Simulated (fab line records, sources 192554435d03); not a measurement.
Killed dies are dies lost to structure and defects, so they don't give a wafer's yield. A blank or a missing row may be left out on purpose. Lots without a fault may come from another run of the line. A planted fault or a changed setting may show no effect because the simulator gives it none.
fab line records | flow n5_finfet | part 2 of 2: steps 4 to 6 of 6
record lots=21 wafers=63 last_day=17
route steps=1938 shown BEOL_M4@1043
lots that met no fault: from a run of the same line without faults
start_h: hours from the record's first day to the start of the lot's first wafer shown | wait_h: hours since the lot's step before | " the same as in the row above | L1.1+2: a row that stands for several wafers | - no value, or no start given | * or withheld: withheld | < > ~ a bound
route shown NAME@n: a module of which the file shows steps, and the number in the route of the first | usual: mean/standard deviation of fault-free wafers | same: alike in all rows | chamber/n: place in a boat | sites: the reading at each site | _std_site: their standard deviation | _edge_site: outer sites' mean less inner sites' | radius_mm: how far each site lies from the wafer's centre | mask NAME#n: copy n | behind: the tool/chamber that last shaped the wafer | hold: why the lot was held/for how many hours/how that ended | device: the transistor (n, p or np) that didn't switch | end of line: the same wafers' tests at the end of the route | a step without rows: its recipe alone | killed: dies lost to structure and defects at the first sort, not the wafer's yield | map: a wafer's dies, x killed, . not, _ none there
set.NAME: the setting as run; set.NAME@STEP: as run at that earlier step | model.NAME: the simulator's own value behind a step, which no gauge read
steps of the route over a sample of lots; a table a step, a row a wafer
services: from which hour (start_h, from the record's first day; less than 0 if before it) a tool's chamber was out of use, for how many hours, and why
## steps
# step N5_BEOL_M4_ALD_84
# recipe material=TaN target_thk_a=* temp_c=275 ald_precursor_family=PDMAT ald_co_reactant=NH3 pressure_torr=3 carrier_flow_sccm=1500 pulse_time_s=2 purge_time_s=3 co_reactant_purge_time_s=2 co_reactant_pulse_time_s=3 ald_cycles=30 precursor_vessel_temp_c=75 precursor_vessel_pressure_torr=26.25 precursor_vessel_carrier_sccm=1000
# usual heater_power_w=431/38 precursor_vessel_pressure_torr=26.24/0.051 susceptor_temp_C=275.00/0.18
# columns lot.wafer tool chamber start_h wait_h heater_power_w precursor_vessel_pressure_torr susceptor_temp_C
L074.1 ald_metal-02 0 154.31 0.2 462 26.22 275.27
L074.3 " 2 " " 381 26.25 274.85
L074.5 " 3 " " 418 26.23 275.15
L075.3 ald_metal-02 2 168.29 0.0 372 26.22 274.69
L075.5 " 1 " " 445 26.25 275.01
L075.6 " 2 " " 365 26.24 274.95
L077.1 ald_metal-02 1 171.06 0.0 443 26.25 275.03
L077.4 " 2 " " 372 26.23 274.99
L077.6 " 3 " " 410 26.26 274.99
L078.1 ald_metal-04 2 185.64 0.0 362 26.30 274.78
L078.2 " 3 " " 418 26.30 274.84
L078.3 " 1 " " 490 26.30 275.08
L076.1 ald_metal-02 1 191.33 0.1 449 26.28 275.00
L076.4 " 3 " " 411 26.28 275.15
L076.5 " 0 " " 465 26.20 275.13
L080.1 ald_metal-04 1 200.12 0.1 496 26.23 274.93
L080.2 " 3 " " 417 26.19 275.17
L080.6 " 3 " " 412 26.23 274.99
L079.2 ald_metal-02 3 200.28 0.1 420 26.24 275.03
L079.3 " 1 " " 452 26.21 275.33
L079.5 " 1 " " 444 26.25 275.27
L081.2 ald_metal-02 3 221.72 0.1 419 26.23 275.03
L081.4 " 1 " " 445 26.25 275.16
L081.5 " 2 " " 386 26.27 275.21
L083.1 ald_metal-02 3 227.47 0.1 411 26.25 275.09
L083.3 " 0 " " 478 26.20 274.53
L083.5 " 3 " " 416 26.21 274.92
L085.2 ald_metal-01 1 229.82 0.0 452 26.29 274.73
L085.4 " 0 " " 457 26.27 274.87
L085.5 " 2 " " 444 26.24 274.98
L082.3 ald_metal-02 2 230.05 0.0 375 26.34 275.19
L082.4 " 2 " " 372 26.28 275.01
L082.5 " 0 " " 469 26.23 275.20
L086.2 ald_metal-01 2 242.55 0.0 444 26.22 274.81
L086.4 " 0 " " 456 26.22 274.84
L086.6 " 1 " " 450 26.20 275.04
L088.3 ald_metal-02 3 250.43 0.1 412 26.17 275.12
L088.4 " 3 " " 413 26.19 275.05
L088.5 " 0 " " 465 26.25 275.08
L087.2 ald_metal-01 0 250.46 0.0 471 26.30 275.00
L087.3 " 3 " " 383 26.30 274.90
L087.4 " 2 " " 443 26.22 275.03
L090.1 ald_metal-01 0 265.51 0.1 467 26.26 274.98
L090.2 " 3 " " 392 26.26 274.79
L090.3 " 1 " " 442 26.31 274.87
L092.1 ald_metal-04 0 277.41 0.1 448 26.21 275.03
L092.4 " 2 " " 367 26.34 274.94
L092.5 " 1 " " 496 26.26 275.05
L091.1 ald_metal-02 3 277.63 0.0 422 26.20 274.80
L091.2 " 0 " " 471 26.22 275.09
L091.5 " 3 " " 416 26.24 274.98
L094.2 ald_metal-04 3 282.74 0.0 411 26.16 275.01
L094.3 " 0 " " 456 26.19 275.25
L094.5 " 1 " " 489 26.31 274.77
L095.2 ald_metal-02 0 294.64 0.1 465 26.26 274.66
L095.4 " 3 " " 414 26.24 275.01
L095.6 " 0 " " 466 26.25 275.06
L096.1 ald_metal-04 1 299.23 0.1 481 26.34 275.08
L096.2 " 3 " " 409 26.33 274.98
L096.6 " 1 " " 478 26.18 274.87
L097.1 ald_metal-01 3 302.39 0.0 394 26.25 275.08
L097.2 " 0 " " 454 26.18 275.03
L097.4 " 2 " " 442 26.30 275.24
# step N5_BEOL_M4_ANNEAL_82
# recipe temp_c=400 time_s=240 ambient=vacuum
# usual heater_power_w=821/59 susceptor_temp_C=399.98/0.24 susceptor_temp_C_max=400.9/0.4
# columns lot.wafer tool chamber start_h wait_h heater_power_w susceptor_temp_C susceptor_temp_C_max
L074.1 pvd_sputter-02 - 155.43 0.0 809 399.70 400.4
L074.3 " - " " 884 399.70 400.4
L074.5 " - " " 849 400.14 401.0
L075.3 pvd_sputter-02 - 169.26 0.0 854 399.91 400.9
L075.5 " - " " 883 399.80 400.4
L075.6 " - " " 881 399.97 400.5
L077.1 pvd_sputter-02 - 172.22 0.0 814 399.99 400.7
L077.4 " - " " 861 400.18 400.8
L077.6 " - " " 823 400.18 400.9
L078.1 pvd_sputter-02 - 186.65 0.0 815 399.85 400.5
L078.2 " - " " 842 399.94 401.1
L078.3 " - " " 851 399.81 400.6
L076.1 pvd_sputter-03 - 192.41 0.0 713 400.18 401.1
L076.4 " - " " 861 400.61 401.5
L076.5 " - " " 844 400.19 401.9
L080.1 pvd_sputter-02 - 201.30 0.0 812 400.37 401.1
L080.2 " - " " 873 399.70 400.4
L080.6 " - " " 868 399.86 400.4
L079.2 pvd_sputter-02 - 203.14 0.0 874 400.13 400.8
L079.3 " - " " 843 400.16 400.6
L079.5 " - " " 847 399.63 400.3
L081.2 pvd_sputter-02 - 222.90 0.0 822 400.04 401.2
L081.4 " - " " 861 400.02 400.6
L081.5 " - " " 852 399.97 401.0
L083.1 pvd_sputter-01 - 229.90 0.0 896 399.95 401.1
L083.3 " - " " 818 400.03 400.9
L083.5 " - " " 791 399.92 400.8
L085.2 pvd_sputter-02 - 230.87 0.0 849 400.17 400.7
L085.4 " - " " 802 399.79 400.3
L085.5 " - " " 861 400.06 400.7
L082.3 pvd_sputter-03 - 231.07 0.0 802 399.95 400.7
L082.4 " - " " 856 400.02 401.4
L082.5 " - " " 723 400.14 401.2
L086.2 pvd_sputter-02 - 245.41 0.0 814 399.90 400.6
L086.4 " - " " 890 399.96 400.6
L086.6 " - " " 874 400.55 401.3
L088.3 pvd_sputter-03 - 251.40 0.0 846 399.83 400.9
L088.4 " - " " 718 399.87 400.7
L088.5 " - " " 803 400.04 400.9
L087.2 pvd_sputter-01 - 251.47 0.0 868 399.46 401.3
L087.3 " - " " 658 399.69 401.3
L087.4 " - " " 802 400.20 401.1
L090.1 pvd_sputter-03 - 266.66 0.0 858 399.98 401.5
L090.2 " - " " 862 400.06 401.1
L090.3 " - " " 716 399.67 400.6
L092.1 pvd_sputter-03 - 278.57 0.0 849 399.51 400.7
L092.4 " - " " 698 399.98 401.0
L092.5 " - " " 804 400.39 401.4
L091.1 pvd_sputter-03 - 280.41 0.0 850 399.78 401.3
L091.2 " - " " 694 399.77 401.1
L091.5 " - " " 848 399.75 401.3
L094.2 pvd_sputter-02 - 283.83 0.0 872 400.33 400.9
L094.3 " - " " 853 399.72 401.4
L094.5 " - " " 822 399.97 400.5
L095.2 pvd_sputter-01 - 297.50 0.0 652 399.97 401.0
L095.4 " - " " 790 400.40 401.4
L095.6 " - " " 675 400.06 401.0
L096.1 pvd_sputter-03 - 300.45 0.0 879 400.04 401.4
L096.2 " - " " 708 399.79 400.8
L096.6 " - " " 811 399.60 400.3
L097.1 pvd_sputter-02 - 304.19 0.0 871 399.86 400.4
L097.2 " - " " 813 400.42 401.0
L097.4 " - " " 850 400.04 400.6
# step N5_BEOL_M4_SPUTTER_88
# recipe material=Cu target_thk_a=45 temp_c=-20 chamber_pressure_pa=0.07 power_w=withheld time_s=8.29
# usual susceptor_temp_C=-20.00/0.099 throttle_valve_pct=29.6/0.98
# columns lot.wafer tool chamber start_h wait_h susceptor_temp_C throttle_valve_pct
L074.1 pvd_sputter-02 - 155.79 0.1 -19.96 29.1
L074.3 " - " " -20.14 29.8
L074.5 " - " " -20.21 30.0
L075.3 pvd_sputter-02 - 169.62 0.1 -20.10 30.4
L075.5 " - " " -19.95 28.3
L075.6 " - " " -20.02 30.2
L077.1 pvd_sputter-02 - 172.58 0.1 -19.98 29.1
L077.4 " - " " -20.03 29.9
L077.6 " - " " -20.09 29.0
L078.1 pvd_sputter-02 - 187.01 0.1 -19.92 28.8
L078.2 " - " " -19.93 30.3
L078.3 " - " " -19.94 29.7
L076.1 pvd_sputter-03 - 192.77 0.1 -20.11 29.8
L076.4 " - " " -19.90 27.9
L076.5 " - " " -20.04 31.4
L080.1 pvd_sputter-02 - 201.66 0.1 -19.93 28.9
L080.2 " - " " -20.05 28.2
L080.6 " - " " -19.95 30.2
L079.2 pvd_sputter-02 - 203.50 0.1 -19.87 28.4
L079.3 " - " " -19.94 30.0
L079.5 " - " " -19.96 30.0
L081.2 pvd_sputter-02 - 223.26 0.1 -19.93 30.3
L081.4 " - " " -19.86 28.4
L081.5 " - " " -19.98 30.2
L083.1 pvd_sputter-01 - 230.26 0.1 -20.04 31.2
L083.3 " - " " -20.02 28.4
L083.5 " - " " -20.06 28.6
L085.2 pvd_sputter-02 - 231.23 0.1 -19.87 30.0
L085.4 " - " " -19.94 29.0
L085.5 " - " " -20.11 28.4
L082.3 pvd_sputter-03 - 231.43 0.1 -19.97 28.9
L082.4 " - " " -19.91 28.0
L082.5 " - " " -20.14 29.7
L086.2 pvd_sputter-02 - 245.77 0.1 -20.09 29.0
L086.4 " - " " -20.07 28.3
L086.6 " - " " -20.10 28.3
L088.3 pvd_sputter-03 - 251.76 0.1 -19.97 28.1
L088.4 " - " " -20.19 29.9
L088.5 " - " " -20.05 29.1
L087.2 pvd_sputter-01 - 251.83 0.1 -19.88 31.1
L087.3 " - " " -19.98 30.1
L087.4 " - " " -20.00 28.7
L090.1 pvd_sputter-03 - 267.02 0.1 -20.04 31.4
L090.2 " - " " -20.11 27.8
L090.3 " - " " -19.84 29.8
L092.1 pvd_sputter-03 - 278.93 0.1 -20.10 28.1
L092.4 " - " " -20.01 29.9
L092.5 " - " " -19.98 28.8
L091.1 pvd_sputter-03 - 280.77 0.1 -20.16 31.1
L091.2 " - " " -20.06 29.9
L091.5 " - " " -20.07 31.4
L094.2 pvd_sputter-02 - 284.19 0.1 -19.95 30.4
L094.3 " - " " -19.84 30.1
L094.5 " - " " -20.22 29.0
L095.2 pvd_sputter-01 - 297.86 0.1 -19.89 29.7
L095.4 " - " " -19.92 31.1
L095.6 " - " " -19.82 30.0
L096.1 pvd_sputter-03 - 300.81 0.1 -19.97 31.2
L096.2 " - " " -19.94 29.9
L096.6 " - " " -19.93 29.1
L097.1 pvd_sputter-02 - 304.55 0.1 -19.90 28.6
L097.2 " - " " -19.93 28.9
L097.4 " - " " -20.01 29.9
## services
# columns tool chamber start_h hours kind
ald_metal-01 0 132.30 3.4 repair
rie_diel-03 0 155.80 6.7 repair
ald_metal-01 1 155.90 6.0 repair
rie_diel-04 3 168.49 - clean
rie_diel-04 3 168.49 - consumable_replace:focus_ring
rie_diel-04 3 168.49 13.4 scheduled_down
rie_diel-04 3 168.49 13.4 vent_cycle
rie_diel-03 1 180.59 - clean
rie_diel-03 1 180.59 - consumable_replace:focus_ring
rie_diel-03 1 180.59 22.5 scheduled_down
rie_diel-03 1 180.59 22.5 vent_cycle
rie_diel-03 3 213.59 - clean
rie_diel-03 3 213.59 - consumable_replace:focus_ring
rie_diel-03 3 213.59 18.4 scheduled_down
rie_diel-03 3 213.59 18.4 vent_cycle
rie_diel-01 1 228.63 16.2 repair
rie_diel-03 - 239.55 1.0 repair
rie_diel-03 0 242.02 - clean
rie_diel-03 0 242.02 - consumable_replace:focus_ring
ald_metal-04 - 250.00 0.4 repair
ald_metal-02 - 258.73 0.5 repair
rie_diel-03 1 261.09 19.7 repair
ald_metal-01 3 266.96 2.9 repair
ald_metal-02 2 270.46 27.3 repair
